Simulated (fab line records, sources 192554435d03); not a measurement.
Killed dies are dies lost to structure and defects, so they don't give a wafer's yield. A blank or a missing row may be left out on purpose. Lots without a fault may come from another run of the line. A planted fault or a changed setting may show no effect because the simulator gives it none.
fab line records | flow n5_finfet
record lots=6 wafers=18 last_day=18
route steps=1938 shown MOL_CONTACT_COAG@551 PASSIVATION@1936
lots that met no fault: from a run of the same line without faults
start_h: hours from the record's first day to the start of the lot's first wafer shown | wait_h: hours since the lot's step before | " the same as in the row above | L1.1+2: a row that stands for several wafers | - no value, or no start given | * or withheld: withheld | < > ~ a bound
route shown NAME@n: a module of which the file shows steps, and the number in the route of the first | usual: mean/standard deviation of fault-free wafers | same: alike in all rows | chamber/n: place in a boat | sites: the reading at each site | _std_site: their standard deviation | _edge_site: outer sites' mean less inner sites' | radius_mm: how far each site lies from the wafer's centre | mask NAME#n: copy n | behind: the tool/chamber that last shaped the wafer | hold: why the lot was held/for how many hours/how that ended | device: the transistor (n, p or np) that didn't switch | end of line: the same wafers' tests at the end of the route | a step without rows: its recipe alone | killed: dies lost to structure and defects at the first sort, not the wafer's yield | map: a wafer's dies, x killed, . not, _ none there
set.NAME: the setting as run; set.NAME@STEP: as run at that earlier step | model.NAME: the simulator's own value behind a step, which no gauge read
lots at some steps of the route; a table a step, a row a wafer
services: from which hour (start_h, from the record's first day; less than 0 if before it) a tool's chamber was out of use, for how many hours, and why
## steps
# step N5_MOL_CONTACT_COAG_SPUTTER_130
# recipe material=Co target_thk_a=475 temp_c=25 chamber_pressure_pa=0.5 power_w=3000
# step N5_MOL_CONTACT_COAG_PRECLEAN_125
# recipe chemistry=DIW time_s=57.5 temp_c=23
# step N5_MOL_CONTACT_COAG_SRD_126
# recipe dry_time_s=32 dry=n2_spin spin_rpm=1500
# step N5_MOL_CONTACT_COAG_CMP_23
# recipe stop_on=SiO2 t_overpolish_s=1.5 post_cmp_clean=cu_alkaline down_force_psi=2 platen_rpm=50.289 pad_velocity_m_s=1.0006 target_thk_nm=0
# step N5_MOL_CONTACT_COAG_WET_ETCH_26
# recipe target=Co target_depth_nm=13
# step N5_MOL_CONTACT_COAG_WET_ETCH_116
# recipe chemistry=SC1-inhibited target_depth_nm=4.6 dry=ipa_marangoni rinse_time_s=30 rinse_temp_c=23
# step N5_MOL_CONTACT_COAG_ALD_27
# recipe material=SiOC target_thk_a=170 temp_c=400 ald_precursor_family=carbosiloxane ald_co_reactant=H2-plasma pulse_time_s=1.5 time_s=2720 purge_time_s=2 co_reactant_purge_time_s=2 ald_cycles=340 pressure_torr=2
# usual chamber_pressure_Torr=2.000/0.0045 heater_power_w=819/78 precursor_pulse_height_rel=0.997/0.021
# same ald_cycles=340
# columns lot.wafer tool chamber start_h wait_h chamber_pressure_Torr heater_power_w precursor_pulse_height_rel
L780.1 ald_sin-02 2 105.36 0.2 1.997 923 0.993
L780.2 " 0 " " 1.999 813 0.987
L780.6 " 1 " " 2.000 775 0.997
L785.1 ald_sin-02 0 140.32 0.0 1.996 799 0.969
L785.5 " 3 " " 1.997 756 1.012
L785.6 " 0 " " 1.993 793 0.982
L792.1 ald_sin-02 0 184.86 0.0 2.001 807 1.006
L792.2 " 3 " " 1.996 750 1.018
L792.6 " 1 " " 1.994 792 1.004
L793.1 ald_sin-04 2 188.36 0.9 1.991 869 1.032
L793.3 " 3 " " 1.998 993 0.985
L793.6 " 0 " " 2.003 750 1.010
L799.2 ald_sin-04 2 221.88 0.5 1.995 896 0.997
L799.3 " 3 " " 1.996 971 0.966
L799.5 " 0 " " 2.001 748 0.978
L800.2 ald_sin-02 1 235.88 0.4 2.006 780 0.975
L800.3 " 0 " " 2.000 788 1.033
L800.5 " 1 " " 1.999 782 1.016
# step N5_MOL_CONTACT_COAG_CMP_28
# recipe stop_on=SiNx t_overpolish_s=0.85 post_cmp_clean=alkaline_brush down_force_psi=4.15 platen_rpm=51.8 pad_velocity_m_s=1.0307 target_thk_nm=14.522
# usual motor_current_A=12.5/1.4 time_to_endpoint_s=4.4/2.3
# columns lot.wafer tool chamber start_h wait_h motor_current_A time_to_endpoint_s
L780.2 cmp-01 2 106.96 0.8 13.9 4.5
L780.1 " 0 " " 11.0 8.4
L780.6 " 1 " " 10.5 3.1
L785.1 cmp-03 1 142.00 0.9 11.0 0.2
L785.5 " 2 " " 12.4 5.5
L785.6 " 3 " " 13.3 5.3
L792.2 cmp-01 2 186.43 0.8 13.5 7.4
L792.1 " 3 " " 13.8 7.1
L792.6 " 3 " " 14.3 6.1
L793.1 cmp-01 2 189.93 0.8 13.8 1.4
L793.3 " 1 " " 11.0 4.2
L793.6 " 3 " " 13.8 3.4
L799.2 cmp-03 2 223.49 0.8 13.0 9.8
L799.3 " 3 " " 12.8 8.1
L799.5 " 1 " " 11.6 7.2
L800.2 cmp-01 2 237.49 0.8 13.0 4.7
L800.3 " 0 " " 10.7 7.0
L800.5 " 1 " " 10.5 3.9
# step N5_MOL_CONTACT_COAG_THK_MEAS_29
# recipe reads=SiNx_of_GATE_CUT_PECVD_57+SiNx_of_GATE_CUT_SAC_CAP_01
# usual MD_CAP_THK=17.92/0.11
# columns lot.wafer tool chamber start_h wait_h MD_CAP_THK[nm]
L780.1 film_metro-01 - 107.22 - 18.00
L780.2 " - " " 17.82
L780.6 " - " " 17.89
L785.1 film_metro-02 - 142.18 - 18.18
L785.5 " - " " 17.85
L785.6 " - " " 17.94
L792.1 film_metro-02 - 186.72 - 17.78
L792.2 " - " " 17.79
L792.6 " - " " 17.86
L793.1 film_metro-01 - 190.22 - 17.91
L793.3 " - " " 17.86
L793.6 " - " " 18.01
L799.2 film_metro-01 - 223.74 - 17.76
L799.3 " - " " 17.98
L799.5 " - " " 17.82
L800.2 film_metro-01 - 237.74 - 17.89
L800.3 " - " " 17.86
L800.5 " - " " 18.08
# step N5_MOL_CONTACT_COAG_ALD_123
# recipe material=SiNx target_thk_a=50 temp_c=400 ald_precursor_family=SiH2I2 ald_co_reactant=N2/H2-plasma pulse_time_s=1 purge_time_s=2 co_reactant_purge_time_s=2 ald_cycles=100 pressure_torr=2
# step N5_MOL_CONTACT_COAG_PECVD_31
# recipe material=SiO2 target_thk_a=460 temp_c=400 precursor=TEOS/O2 pressure_torr=6.5 rf_w=withheld teos_flow_sccm=withheld gas=O2 flow_sccm=2650 time_s=8.9
# usual chamber_pressure_Torr=6.499/0.013
# columns lot.wafer tool chamber start_h wait_h chamber_pressure_Torr
L780.1 pecvd-03 0 108.39 0.3 6.468
L780.2 " 1 " " 6.509
L780.6 " 1 " " 6.513
L785.1 pecvd-04 0 143.22 0.3 6.503
L785.5 " 2 " " 6.484
L785.6 " 1 " " 6.495
L792.1 pecvd-03 2 188.05 0.3 6.494
L792.2 " 0 " " 6.498
L792.6 " 2 " " 6.507
L793.1 pecvd-03 2 191.56 0.3 6.477
L793.3 " 0 " " 6.502
L793.6 " 2 " " 6.494
L799.2 pecvd-04 1 224.28 0.3 6.520
L799.3 " 2 " " 6.480
L799.5 " 1 " " 6.503
L800.2 pecvd-04 0 238.28 0.3 6.490
L800.3 " 1 " " 6.488
L800.5 " 1 " " 6.462
# step N5_MOL_CONTACT_COAG_COAT_75
# recipe resist=SOC temp_c=250 time_s=60 spin_rpm=1500 resist_thk_nm=60
# step N5_MOL_CONTACT_COAG_COAT_76
# recipe resist=SiARC temp_c=220 time_s=60 spin_rpm=1500 resist_thk_nm=10
# step N5_MOL_CONTACT_COAG_COAT_77
# recipe resist=underlayer temp_c=205 time_s=60 spin_rpm=1500 resist_thk_nm=10
# step N5_MOL_CONTACT_COAG_COAT_78
# recipe resist=CAR-EUV spin_rpm=1500 resist_thk_nm=40
# step N5_MOL_CONTACT_COAG_EBR_80
# recipe solvent=PGMEA ebr_width_mm=1.5
# step N5_MOL_CONTACT_COAG_SOFTBAKE_79
# recipe temp_c=110 time_s=60 resist=CAR-EUV
# step N5_MOL_CONTACT_COAG_EXPOSE_81
# recipe mask_id=VG na=0.33 source_shape=annular sigma_inner=0.3 sigma_outer=0.7 polarization=unpolarized defocus_nm=0 dose_mj=59.5
# step N5_MOL_CONTACT_COAG_PEB_82
# recipe peb_temp_c=100 peb_time_s=60 resist=CAR-EUV
# step N5_MOL_CONTACT_COAG_DEVELOP_83
# recipe develop_time_s=30 developer=TMAH resist=CAR-EUV rinse_liquid=surfactant_rinse dry=air_spin dev_temp_c=23
# step N5_MOL_CONTACT_COAG_CD_MEAS_84
# recipe target_cd_nm=25.1 landing_energy_ev=500 detector=se_inlens polarity=opening
# usual cd_nm=25.21/0.23
# columns lot.wafer tool chamber start_h wait_h cd_nm
L780.1 cd_sem-02 0 108.72 - 25.49
L780.2 " 0 " " 25.21
L780.6 " 0 " " 25.25
L785.1 cd_sem-02 0 143.56 - 24.96
L785.5 " 0 " " 24.74
L785.6 " 0 " " 25.11
L792.1 cd_sem-01 0 188.39 - 25.35
L792.2 " 0 " " 24.88
L792.6 " 0 " " 24.93
L793.1 cd_sem-03 0 191.91 - 25.06
L793.3 " 0 " " 25.05
L793.6 " 0 " " 25.26
L799.2 cd_sem-03 0 224.62 - 25.02
L799.3 " 0 " " 24.78
L799.5 " 0 " " 25.48
L800.2 cd_sem-03 0 238.62 - 24.82
L800.3 " 0 " " 24.93
L800.5 " 0 " " 24.74
# step N5_MOL_CONTACT_COAG_OVL_MEAS_85
# recipe points_per_wafer=522
# usual VG_OVL=0.0/0.59
# columns lot.wafer tool chamber start_h wait_h VG_OVL[nm]
L780.1 overlay-01 0 108.75 0.0 0.2
L780.2 " 0 " " 0.4
L780.6 " 0 " " -0.3
L785.1 overlay-02 0 143.59 0.0 0.1
L785.5 " 0 " " -0.7
L785.6 " 0 " " -0.9
L792.1 overlay-01 0 188.42 0.0 -0.2
L792.2 " 0 " " -1.3
L792.6 " 0 " " -0.5
L793.1 overlay-01 0 191.94 0.0 0.4
L793.3 " 0 " " 0.7
L793.6 " 0 " " -0.9
L799.2 overlay-02 0 224.66 0.0 0.3
L799.3 " 0 " " 0.2
L799.5 " 0 " " 0.1
L800.2 overlay-01 0 238.66 0.0 0.3
L800.3 " 0 " " -0.2
L800.5 " 0 " " -0.5
# step N5_MOL_CONTACT_COAG_INSPECT_57
# recipe mode=adi inspect_instrument=brightfield
# usual raw_defect_count=185/45
# columns lot.wafer tool chamber start_h wait_h raw_defect_count
L780.1 defect_inspect-01 - 108.81 0.1 113
L780.2 " - " " 174
L780.6 " - " " 140
L785.1 defect_inspect-01 - 143.64 0.1 124
L785.5 " - " " 184
L785.6 " - " " 145
L792.1 defect_inspect-01 - 188.48 0.1 211
L792.2 " - " " 142
L792.6 " - " " 162
L793.1 defect_inspect-01 - 192.00 0.1 148
L793.3 " - " " 173
L793.6 " - " " 136
L799.2 defect_inspect-02 - 224.71 0.0 217
L799.3 " - " " 240
L799.5 " - " " 243
L800.2 defect_inspect-02 - 238.71 0.0 164
L800.3 " - " " 201
L800.5 " - " " 188
# step N5_MOL_CONTACT_COAG_DESCUM_88
# recipe chemistry=O2 time_s=7 source_power_w=50 bias_power_w=20 pressure_mtorr=20 rf_frequency_hz=2.712e+07 temp_c=40 resist=CAR-EUV o2_flow_sccm=225
# step N5_MOL_CONTACT_COAG_ETCH_89
# recipe chemistry=N2/H2 target=underlayer target_depth_a=130 mask_material=CAR-EUV time_s=10.4 ion_energy_ev=200 pressure_mtorr=30 source_w=840 bias_w=150 n2_flow_sccm=200 h2_flow_sccm=200 ends=cleared
# step N5_MOL_CONTACT_COAG_ETCH_90
# recipe chemistry=CF4 target=SiARC target_depth_a=130 mask_material=CAR-EUV time_s=21.7 ion_energy_ev=80 pressure_mtorr=40 source_w=545 bias_w=36 Ar_flow_sccm=100 cf4_flow_sccm=100 ends=cleared
# step N5_MOL_CONTACT_COAG_ALD_131
# recipe material=SiO2 target_thk_a=50 temp_c=100 ald_precursor_family=BDEAS ald_co_reactant=O2-plasma pulse_time_s=1 co_reactant_pulse_time_s=1 purge_time_s=2 co_reactant_purge_time_s=2 ald_cycles=35 pressure_torr=2
# usual chamber_pressure_Torr=2.000/0.0043 heater_power_w=77/7.7 precursor_pulse_height_rel=0.999/0.019
# same ald_cycles=35
# columns lot.wafer tool chamber start_h wait_h chamber_pressure_Torr heater_power_w precursor_pulse_height_rel
L780.1 ald_sin-04 3 109.53 0.6 1.999 91 1.004
L780.2 " 0 " " 1.997 69 1.005
L780.6 " 3 " " 1.999 88 0.977
L785.1 ald_sin-04 2 144.20 0.1 1.990 82 1.002
L785.5 " 1 " " 1.999 73 0.998
L785.6 " 0 " " 1.997 68 0.988
L792.1 ald_sin-04 3 189.90 1.3 2.002 88 1.024
L792.2 " 2 " " 2.009 82 1.025
L792.6 " 3 " " 2.010 87 0.977
L793.1 ald_sin-02 0 192.38 0.3 1.998 76 0.997
L793.3 " 1 " " 2.004 72 1.012
L793.6 " 1 " " 2.000 72 0.995
L799.2 ald_sin-04 1 224.88 0.1 2.005 74 0.965
L799.3 " 3 " " 1.995 91 1.007
L799.5 " 3 " " 1.994 89 0.972
L800.2 ald_sin-04 3 239.04 0.1 2.002 89 0.981
L800.3 " 2 " " 2.007 82 1.012
L800.5 " 1 " " 2.005 72 1.049
# step N5_MOL_CONTACT_COAG_ETCHBACK_132
# recipe chemistry=CHF3 target=SiO2 target_depth_a=100 time_s=6.7 ion_energy_ev=200 pressure_mtorr=30 source_w=610 bias_w=170 Ar_flow_sccm=200 CHF3_flow_sccm=50
# usual drypump_motor_current_A=5.4/0.47 oes_product_au=0.81/0.067 rf_vpp_V=529/9.9 showerhead_plenum_p_Torr=2.43/0.083 throttle_valve_pct=18.71/0.23
# columns lot.wafer tool chamber start_h wait_h drypump_motor_current_A oes_product_au rf_hours_counter_h rf_vpp_V showerhead_plenum_p_Torr throttle_valve_pct
L780.1 rie_diel-02 3 109.74 0.1 5.2 0.79 110 525 2.40 18.75
L780.2 " 2 " " 6.3 0.88 33 516 2.54 18.72
L780.6 " 0 " " 4.9 0.79 - 542 2.36 18.46
L785.1 rie_diel-01 2 144.38 0.1 5.2 0.79 71 534 2.40 18.27
L785.5 " 1 " " 5.7 0.92 - 539 2.53 18.93
L785.6 " 0 " " 6.0 0.71 - 535 2.24 18.95
L792.1 rie_diel-02 1 190.08 0.1 5.0 0.79 103 526 2.52 18.78
L792.2 " 0 " " 4.9 0.78 154 542 2.35 18.48
L792.6 " 0 " " 4.9 0.77 - 542 2.35 18.48
L793.1 rie_diel-02 3 192.64 0.2 5.2 0.77 134 523 2.39 18.80
L793.3 " 2 " " 6.3 0.83 59 516 2.53 18.75
L793.6 " 1 " " 5.0 0.79 - 525 2.52 18.78
L799.2 rie_diel-05 0 225.06 0.1 5.4 0.87 70 514 2.32 18.85
L799.3 " 2 " " 5.2 0.98 5 529 2.42 18.29
L799.5 " 1 " " 5.6 0.76 - 544 2.49 18.41
L800.2 rie_diel-05 0 239.22 0.1 5.4 0.85 77 515 2.32 18.87
L800.3 " 3 " " 5.1 0.80 104 536 2.38 18.77
L800.5 " 2 " " 5.2 0.94 - 528 2.42 18.29
# step N5_MOL_CONTACT_COAG_ETCH_91
# recipe chemistry=N2/H2 target=SOC target_depth_a=600 overetch_a=210 mask_material=SiARC temp_c=40 time_s=101.2 ion_energy_ev=200 pressure_mtorr=30 source_w=840 bias_w=150 n2_flow_sccm=200 h2_flow_sccm=200
# step N5_MOL_CONTACT_COAG_STRIP_92
# recipe chemistry=N2/H2 temp_c=40 n2_flow_sccm=200 h2_flow_sccm=200 rf_frequency_hz=6e+07
# step N5_MOL_CONTACT_COAG_STRIP_93
# recipe chemistry=N2/H2 temp_c=40 n2_flow_sccm=200 h2_flow_sccm=200 rf_frequency_hz=6e+07
# step N5_MOL_CONTACT_COAG_ETCHBACK_135
# recipe chemistry=CHF3 target=SiO2 target_depth_a=250 time_s=16.7 ion_energy_ev=200 pressure_mtorr=30 source_w=610 bias_w=170 Ar_flow_sccm=200 CHF3_flow_sccm=50
# step N5_MOL_CONTACT_COAG_STRIP_118
# recipe chemistry=CHF3 resist=SiARC rf_frequency_hz=6e+07
# step N5_MOL_CONTACT_COAG_VIA_ETCH_46
# recipe chemistry=C4F6/O2 target_depth_a=460 overetch_a=92 mask_material=SOC target=SiO2 bias_w=455 pressure_mtorr=10 time_s=40 source_w=325 Ar_flow_sccm=300 C4F6_flow_sccm=10 O2_flow_sccm=10 ion_energy_ev=575.3 ends=end_point
# step N5_MOL_CONTACT_COAG_STRIP_96
# recipe chemistry=N2/H2 power_w=500 temp_c=40 pressure_mtorr=50 rf_frequency_hz=6e+07 overash_fraction=0.3 bias_power_w=28 h2_frac=0.5 n2_flow_sccm=300 h2_flow_sccm=300
# step N5_MOL_CONTACT_COAG_ETCH_47
# recipe chemistry=CH3F/O2 target=SiNx target_depth_a=270 mask_material=SiO2 stop_on=W over_etch_frac=0.2 ion_energy_ev=120 endpoint=OES-CN pressure_mtorr=30 source_w=395 bias_w=73 Ar_flow_sccm=150 CH3F_flow_sccm=30 O2_flow_sccm=20 ends=end_point
# usual O2_flow_sccm=20.00/0.056 drypump_motor_current_A=5.4/0.48 etch_rf_on_time_s=31.3/0.95 oes_product_au=0.72/0.059 rf_vpp_V=300/5.7 showerhead_plenum_p_Torr=2.04/0.072 throttle_valve_pct=16.32/0.21
# columns lot.wafer tool chamber start_h wait_h O2_flow_sccm drypump_motor_current_A etch_rf_on_time_s oes_product_au rf_hours_counter_h rf_vpp_V showerhead_plenum_p_Torr throttle_valve_pct
L780.1 rie_diel-02 3 110.00 0.0 19.91 5.2 29.9 0.71 110 297 2.02 16.41
L780.2 " 2 " " 19.97 6.3 31.1 0.78 34 292 2.14 16.34
L780.6 " 0 " " 19.99 4.9 30.4 0.71 - 308 1.99 16.13
L785.1 rie_diel-01 2 144.64 0.0 20.03 5.2 33.2 0.71 71 304 2.01 15.89
L785.5 " 1 " " 19.99 5.7 30.5 0.82 - 306 2.13 16.49
L785.6 " 0 " " 19.92 6.0 31.3 0.63 - 302 1.87 16.52
L792.1 rie_diel-02 1 190.34 0.0 20.01 5.0 32.9 0.69 103 298 2.12 16.34
L792.2 " 0 " " 19.97 4.9 30.8 0.68 154 308 1.98 16.17
L792.6 " 0 " " 20.07 4.8 30.7 0.69 - 308 1.98 16.18
L793.1 rie_diel-02 3 192.91 0.0 19.97 5.2 30.4 0.68 134 298 2.01 16.44
L793.3 " 2 " " 19.97 6.3 31.3 0.74 59 293 2.13 16.38
L793.6 " 1 " " 20.07 5.0 32.8 0.70 - 296 2.12 16.35
L799.2 rie_diel-05 0 225.32 0.0 20.01 5.4 29.6 0.78 71 294 1.94 16.43
L799.3 " 2 " " 20.03 5.2 30.7 0.86 5 299 2.04 15.89
L799.5 " 1 " " 19.91 5.6 30.7 0.68 - 309 2.09 16.04
L800.2 rie_diel-05 0 239.49 0.0 20.00 5.4 29.9 0.77 77 292 1.94 16.43
L800.3 " 3 " " 19.99 5.1 30.9 0.73 104 305 2.01 16.39
L800.5 " 2 " " 20.08 5.1 30.9 0.86 - 300 2.04 15.92
# step N5_MOL_CONTACT_COAG_STRIP_119
# recipe chemistry=N2/H2 time_s=30 power_w=1000 temp_c=250 pressure_mtorr=withheld n2_flow_sccm=1750 h2_flow_sccm=3250
# step N5_MOL_CONTACT_COAG_PRECLEAN_144
# recipe chemistry=alkaline_clean temp_c=60 time_s=60 do_ppb=50
# step N5_MOL_CONTACT_COAG_SRD_145
# recipe dry=ipa_marangoni time_s=30 temp_c=23 rinse_liquid=diw
# step N5_MOL_CONTACT_COAG_CD_MEAS_137
# recipe target_cd_nm=16
# usual cd_nm=15.8/0.47
# columns lot.wafer tool chamber start_h wait_h cd_nm
L780.1 cd_sem-03 - 110.30 0.0 15.9
L780.2 " - " " 16.0
L780.6 " - " " 16.3
L785.1 cd_sem-03 - 144.87 0.0 15.7
L785.5 " - " " 15.3
L785.6 " - " " 16.4
L792.1 cd_sem-03 - 190.57 0.0 15.8
L792.2 " - " " 15.3
L792.6 " - " " 15.5
L793.1 cd_sem-03 - 193.14 0.0 15.2
L793.3 " - " " 15.8
L793.6 " - " " 15.6
L799.2 cd_sem-01 - 225.59 0.0 16.7
L799.3 " - " " 16.5
L799.5 " - " " 15.4
L800.2 cd_sem-01 - 240.06 0.0 16.0
L800.3 " - " " 16.3
L800.5 " - " " 15.9
# step N5_MOL_CONTACT_COAG_THK_MEAS_53
# recipe reads=SiO2_of_MOL_CONTACT_COAG_PECVD_31
# usual VIA_MOL_THK=44.0/0.62
# columns lot.wafer tool chamber start_h wait_h VIA_MOL_THK[nm]
L780.1 film_metro-01 - 112.52 - 43.0
L780.2 " - " " 44.0
L780.6 " - " " 44.1
L785.1 film_metro-01 - 147.34 - 43.5
L785.5 " - " " 43.7
L785.6 " - " " 43.9
L792.1 film_metro-01 - 193.28 - 35.1
L792.2 " - " " 35.1
L792.6 " - " " 35.9
L793.1 film_metro-02 - 195.23 - 34.6
L793.3 " - " " 34.9
L793.6 " - " " 35.6
L799.2 film_metro-02 - 227.93 - 44.0
L799.3 " - " " 43.9
L799.5 " - " " 44.1
L800.2 film_metro-01 - 242.19 - 43.6
L800.3 " - " " 43.3
L800.5 " - " " 44.7
# step N5_PASSIVATION_PROBE_49
# usual killed_at_M0_to_M3=34/10 killed_at_M4_up=13/5.4 killed_at_contacts=13/6 killed_at_front_end=42/13 killed_at_other=4/3.2 killed_dies=107/18 killed_open=69/14 killed_short=35/7.7
# same gross_dies=1180 killed_at_back_side=0
# columns lot.wafer tool chamber start_h wait_h killed_at_M0_to_M3 killed_at_M4_up killed_at_contacts killed_at_front_end killed_at_other killed_dies killed_open killed_short
L793.1 prober-02 - 357.07 0.0 29 23 13 29 7 101 64 34
L793.3 prober-02 - 357.17 0.1 31 28 8 40 4 111 83 24
L793.6 prober-02 - 357.32 0.3 27 18 9 58 7 119 67 37
L792.1 prober-02 - 361.26 0.0 40 8 13 60 2 123 80 41
L792.2 prober-02 - 361.31 0.1 45 13 11 63 5 137 89 43
# killed by level:class
L793.1 BEOL_M3:geometric_particle:open=10 BEOL_M4:geometric_particle:open=9 MOL_CONTACT_COAG:geometric_particle:open=9 STI_FIN_REVEAL:geometric_particle:open=6 ILD0:geometric_particle:open=4 BEOL_M0_SAQP:geometric_particle:open=4 BEOL_M0:geometric_particle:open=4 BEOL_M0:geometric_particle:short=4
L793.3 BEOL_M4:geometric_particle:open=11 FIN_SAQP:geometric_particle:open=10 DUMMY_GATE:geometric_particle:open=9 BEOL_M1:geometric_particle:open=9 BEOL_M0_SAQP:geometric_particle:open=7 STI_FIN_REVEAL:geometric_particle:open=5 BEOL_M3:geometric_particle:open=5 DUMMY_GATE:geometric_particle:short=4
L793.6 FIN_CUT:area_etch=12 STI_FIN_REVEAL:geometric_particle:open=11 DUMMY_GATE:geometric_particle:open=11 BEOL_M2:geometric_particle:open=9 DUMMY_GATE:geometric_particle:short=7 BEOL_M4:geometric_particle:open=7 BEOL_M0_SAQP:geometric_particle:short=5 FIN_SAQP:geometric_particle:open=4
L792.1 STI_FIN_REVEAL:geometric_particle:open=16 MOL_CONTACT_COAG:geometric_particle:open=9 FIN_SAQP:geometric_particle:short=8 BEOL_M1:geometric_particle:open=8 ILD0:geometric_particle:short=8 BEOL_M0:geometric_particle:open=7 FIN_SAQP:geometric_particle:open=5 BEOL_M3:geometric_particle:open=5
L792.2 STI_FIN_REVEAL:geometric_particle:open=18 FIN_SAQP:geometric_particle:open=12 FIN_SAQP:geometric_particle:short=11 BEOL_M1:geometric_particle:open=10 BEOL_M3:geometric_particle:open=8 MOL_CONTACT_COAG:geometric_particle:open=7 DUMMY_GATE:geometric_particle:open=6 BEOL_M0_SAQP:geometric_particle:open=6
## services
# columns tool chamber start_h hours kind
ald_sin-02 1 84.49 15.9 repair
cmp-03 - 95.47 2.7 repair
cmp-03 - 102.56 0.4 repair
rie_diel-05 - 112.03 4.3 pm
cmp-01 - 112.97 4.0 pm
cmp-01 - 116.97 6.3 pm
ald_sin-02 3 117.54 10.8 repair
rie_diel-02 2 136.70 8.8 repair
pecvd-04 - 139.50 0.5 repair
ald_sin-02 1 144.57 6.7 repair
cmp-01 - 147.64 1.0 repair
rie_diel-02 - 154.74 14.6 pm
rie_diel-05 2 159.38 5.2 repair
rie_diel-02 1 170.92 3.2 repair
pecvd-04 - 182.39 1.5 repair
pecvd-04 1 188.20 4.6 repair
cmp-01 - 195.35 3.5 repair
rie_diel-02 - 201.05 2.8 pm
ald_sin-04 - 214.41 2.8 pm
cmp-01 - 228.23 0.9 repair
ald_sin-04 2 229.00 3.1 repair
ald_sin-04 0 229.66 8.0 repair
cmp-01 - 230.09 1.5 repair
ald_sin-02 2 231.91 6.0 repair
## key
first_sign step=N5_MOL_CONTACT_COAG_THK_MEAS_53 reading=VIA_MOL_THK direction=down sigmas=14 usual=44.0 struck=35.2
effect none on later readings
met_at N5_MOL_CONTACT_COAG_PECVD_31
struck_wafers L792.1,L792.2,L792.6,L793.1,L793.3,L793.6
tester_left_out L792,L793
baseline_loss step=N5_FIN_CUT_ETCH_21 wafers=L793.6
onset_between 108.39 188.05
also_fits N5_MOL_CONTACT_COAG_ETCHBACK_132:rie_diel-02,N5_MOL_CONTACT_COAG_ETCH_47:rie_diel-02
earlier_fault kind=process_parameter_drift tool=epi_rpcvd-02 chamber=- onset_h=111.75 steps=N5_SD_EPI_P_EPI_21 channel=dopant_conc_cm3 offset=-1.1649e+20 shape=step end_h=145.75 acts_in=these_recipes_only stated=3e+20
fault kind=site_profile_drift tool=pecvd-03 chamber=- onset_h=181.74 steps=N5_MOL_CONTACT_COAG_PECVD_31 basis=fraction max_abs_drift=0.41271 slope_share_per_hr=91.713 site_pattern=0,0,0,0,0,-1,-1,-1,-1
# tester_left_out: of these lots the tester's yield and bins aren't shown, on N5 and GAA mostly nor the transistor test; their killed dies are dies lost to structure and defects alone, not to doping, threshold or leakage, so they don't give the yield
# baseline_loss: these wafers lose ten dies or more at that step, a loss of the line's own and not of a fault; the sort's usual values leave them out
